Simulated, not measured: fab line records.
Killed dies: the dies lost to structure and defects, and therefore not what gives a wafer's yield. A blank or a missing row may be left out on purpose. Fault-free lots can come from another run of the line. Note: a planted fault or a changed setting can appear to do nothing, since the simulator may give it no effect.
A lot that was struck, set against a sound lot || flow nandHarc || 23 steps out of a route of 1159
Sound: these wafers, L881.2, L881.4, L881.5. Struck: wafer L892.2 (left out: L892.4, L892.6 of the same lot, which were not struck); the cause appears at the end.
At each step with rows: each side's tool, then ch and its chambers, then its first start. Under that, the readings that differ: sound wafers || struck wafers || difference of the means || sigmas: that difference in standard deviations of wafers without a fault.
alike: readings with means less than 2 such deviations apart, plus words and numbers identical on both sides. not compared: withheld readings, readings lacking a value on some wafer, bounds such as >300 that could conceal the same value, and numbers that have no deviation in the record and whose values overlap.
A row with sigmas, a row that says differs or no value, or rows on one side alone: a step with any of these is where the two part. Numbers that have no deviation but don't overlap get no sigmas and don't part them. A reading missing from all wafers of one side parts the sides only when that side holds two or more wafers.

NHARC_A_CHANNEL_HOLE_D1_ETCH_16: etches the open film in O2/COS, target depth 3100 nm, time 806 s.
  sound: rieDiel-06 ch 1,2,3; struck: rieDiel-09 ch 3
{"reading": "rfVppV (V)", "sound": "311.2 311.7 313.3", "struck": 316.9, "difference": "+4.8", "sigmas": "+2"}
{"reading": "showerheadPlenumPTorr (Torr)", "sound": "2.93 2.92 3.13", "struck": 3.29, "difference": "+0.30", "sigmas": "+2"}
  alike: cosFlowSccm, drypumpMotorCurrentA, oesProductAu, throttleValvePct
  not compared: rfHoursCounterH
NHARC_A_CHANNEL_HOLE_D1_CD_MEAS_18:
  sound: cdSem-03 at day 8 16:12; struck: cdSem-01 at day 11 10:04
{"reading": "cdNm (nm)", "sound": "105 101 99", "struck": 95, "difference": -7, "sigmas": -2}
then, 2 steps without rows for these wafers: NHARC_A_CHANNEL_HOLE_D1_ETCH_19 (etches the open film in C4F8/O2/Ar, time 34.5 s); NHARC_A_CHANNEL_HOLE_D1_ETCH_20 (etches the open film in C4F8/O2/Ar, time 361.9 s, target depth 1600 nm).
NHARC_A_CHANNEL_HOLE_D1_ETCH_21: etches the open film in C4F8/O2/Ar, time 514.3 s, target depth 1600 nm.
  sound on harEtch-02 ch 0,1, day 8 16:42; struck on harEtch-01 ch 0, day 11 10:34
  alike: drypumpMotorCurrentA, showerheadPlenumPTorr, throttleValvePct
  not compared: rfHoursCounterH
then, 2 steps without rows for these wafers: NHARC_A_CHANNEL_HOLE_D1_ETCH_22 (etches the open film in C4F8/O2/Ar, time 666.7 s, target depth 1600 nm); NHARC_A_CHANNEL_HOLE_D1_ETCH_23 (etches the open film in C4F8/O2/Ar, time 819 s, target depth 1600 nm).
NHARC_A_CHANNEL_HOLE_D1_ETCH_24: etches the open film in C4F8/O2/Ar, time 906.2 s, target depth 1500 nm.
  sound on harEtch-02 ch 0,1, day 8 18:25; struck on harEtch-01 ch 0, day 11 12:17
  alike: drypumpMotorCurrentA, showerheadPlenumPTorr, throttleValvePct
  not compared: rfHoursCounterH
NHARC_A_CHANNEL_HOLE_D1_ETCH_25: etches the open film in C4F8/O2/Ar, time 1040.2 s, target depth 1500 nm.
  sound on harEtch-02 ch 0,1, day 8 19:11; struck on harEtch-01 ch 0, day 11 13:03
  alike: drypumpMotorCurrentA, showerheadPlenumPTorr, throttleValvePct
  not compared: rfHoursCounterH
NHARC_A_CHANNEL_HOLE_D1_ETCH_26: etches the open film in C4F8/O2/Ar, time 224.1 s, target depth 300 nm.
  sound on harEtch-02 ch 0,1, day 8 20:04; struck on harEtch-01 ch 0, day 11 13:56
  alike: drypumpMotorCurrentA, showerheadPlenumPTorr, throttleValvePct
  not compared: rfHoursCounterH
then, 2 steps without rows for these wafers: NHARC_A_CHANNEL_HOLE_D1_ETCH_33 (etches the open film in C4F8/O2/Ar, time 90 s, target depth 400 nm); NHARC_A_CHANNEL_HOLE_D1_STRIP_41 (strips in N2/H2).
NHARC_A_CHANNEL_HOLE_D1_STRIP_42: strips in CF4/CHF3.
  sound on rieDiel-05 ch 2,3, day 8 20:53; struck on rieDiel-05 ch 0,1,3, day 11 14:46
then, 5 steps without rows for these wafers: NHARC_A_CHANNEL_HOLE_D1_STRIP_43 (strips in O2/COS); NHARC_A_CHANNEL_HOLE_D1_ETCH_44 (etches the open film in CF4/O2, target depth 140 nm, overetch 14 nm, time 77 s); NHARC_A_CHANNEL_HOLE_D1_STRIP_27 (strips in O2); NHARC_A_CHANNEL_HOLE_D1_PRECLEAN_28 (cleans in SC1); NHARC_A_CHANNEL_HOLE_D1_SRD_29.
NHARC_A_CHANNEL_HOLE_D1_CD_MEAS_30:
  sound: cdSem-02 at day 8 21:48; struck: cdSem-03 at day 11 15:41
  alike: cdNm
next, for these wafers, 1 step has no rows: NHARC_A_CHANNEL_HOLE_D1_XSEM_31.
NHARC_A_CHANNEL_HOLE_D1_INSPECT_40:
  sound: defectInspect-01 at day 8 22:00; struck: defectInspect-01 at day 11 15:52
{"reading": "rawDefectCount", "sound": "60 30 60", "struck": 859, "difference": "+809", "sigmas": "+51"}
then, 1 step without rows for these wafers: NHARC_A_CHANNEL_FILL_D1_PRECLEAN_00 (cleans in SC1).
-- record jumps: 14 days between struck wafers' starts before vs after; left off in module A_CHANNEL_FILL_D1, resumes in module END, first step shown is number 1159 of the route --
NHARC_END_SORT_01:
  only the struck wafers appear in the record here, on prober-01 ch 0 at day 25 03:55; the sound ones have no rows

== WHERE THEY PART ==
At NHARC_A_CHANNEL_HOLE_D1_ETCH_16 first; at NHARC_END_SORT_01 last (within this record only).

WHY: whatever the simulator had introduced
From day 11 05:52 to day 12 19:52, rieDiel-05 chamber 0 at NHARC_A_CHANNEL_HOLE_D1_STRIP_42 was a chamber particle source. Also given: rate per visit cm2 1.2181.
